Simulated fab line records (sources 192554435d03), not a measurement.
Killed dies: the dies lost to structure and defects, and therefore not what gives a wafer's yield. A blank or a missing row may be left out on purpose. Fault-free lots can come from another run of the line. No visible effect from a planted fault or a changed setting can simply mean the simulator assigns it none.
Matching of chambers	flow n5_finfet	4 sister chambers for N5_BEOL_M15_ETCH_57 on rie_diel-04
The step etches SOC in N2/H2, time 750 s. 22 wafers are shown with their chamber, then 11 later ones without.

== EACH WAFER AND ITS CHAMBER ==
wafer	chamber	showerhead_plenum_p_Torr (Torr)	throttle_valve_pct (%)	oes_product_au (a.u.)
L076.3	2	2.52	17.71	0.71
L076.5	0	2.40	18.14	0.68
L076.6	3	2.68	17.87	0.82
L077.2	3	2.68	17.88	0.82
L077.4	1	2.61	17.60	0.95
L077.5	0	2.40	18.13	0.68
L079.1	2	2.51	17.72	0.71
L079.3	0	2.40	18.14	0.67
L079.4	3	2.68	17.90	0.82
L085.2	2	2.51	17.73	0.69
L085.3	3	2.68	17.90	0.81
L085.5	1	2.61	17.63	0.92
L081.3	1	2.61	17.63	0.92
L081.5	1	2.61	17.60	0.92
L081.6	2	2.51	17.75	0.70
L088.2	3	2.68	17.91	0.81
L088.4	2	2.51	17.72	0.71
L088.5	1	2.60	17.64	0.92
L086.1	2	2.51	17.74	0.70
L086.3	1	2.60	17.63	0.91
L086.5	2	2.51	17.73	0.70
L089.4	2	2.51	17.75	0.69

SIGNATURES (means of the wafers above)
reading	chamber 0	chamber 1	chamber 2	chamber 3	scatter within a chamber
showerhead_plenum_p_Torr	2.4000	2.6067	2.5112	2.6800	0.0035
throttle_valve_pct	18.1367	17.6217	17.7312	17.8920	0.0151
oes_product_au	0.6767	0.9233	0.7012	0.8160	0.00945
Rule: distance of a wafer from a chamber = root of the sum over the readings of ((wafer's reading minus chamber's mean) / reading's scatter) squared. The wafer belongs to the nearest chamber; if the next one is less than 2 further off, it can't be placed. The scatter: the root of (the sum of the squares of (reading less its chamber's mean) over the shown wafers, divided by (wafers less chambers)).

== WAFERS MISSING THEIR CHAMBER ==
wafer	showerhead_plenum_p_Torr (Torr)	throttle_valve_pct (%)	oes_product_au (a.u.)
L089.5	2.67	17.93	0.80
L089.6	2.71	17.70	0.96
L094.1	2.60	17.63	0.89
L094.5	2.50	17.76	0.69
L094.6	2.60	17.64	0.90
L092.2	2.50	17.77	0.69
L092.3	2.67	17.93	0.80
L092.6	2.50	17.77	0.69
L096.1	2.71	17.71	0.93
L096.2	2.50	17.76	0.68
L096.5	2.71	17.72	0.93

== EACH ONE'S CHAMBER ==
wafer	from the rows above	in truth
L089.5	3	3
L089.6	3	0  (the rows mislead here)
L094.1	1	1
L094.5	2	2
L094.6	1	1
L092.2	2	2
L092.3	3	3
L092.6	2	2
L096.1	3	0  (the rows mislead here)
L096.2	2	2
L096.5	3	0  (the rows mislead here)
Correct placement for 8 of the 11. Left unplaced by these rows: 0. 3 placed wrongly.
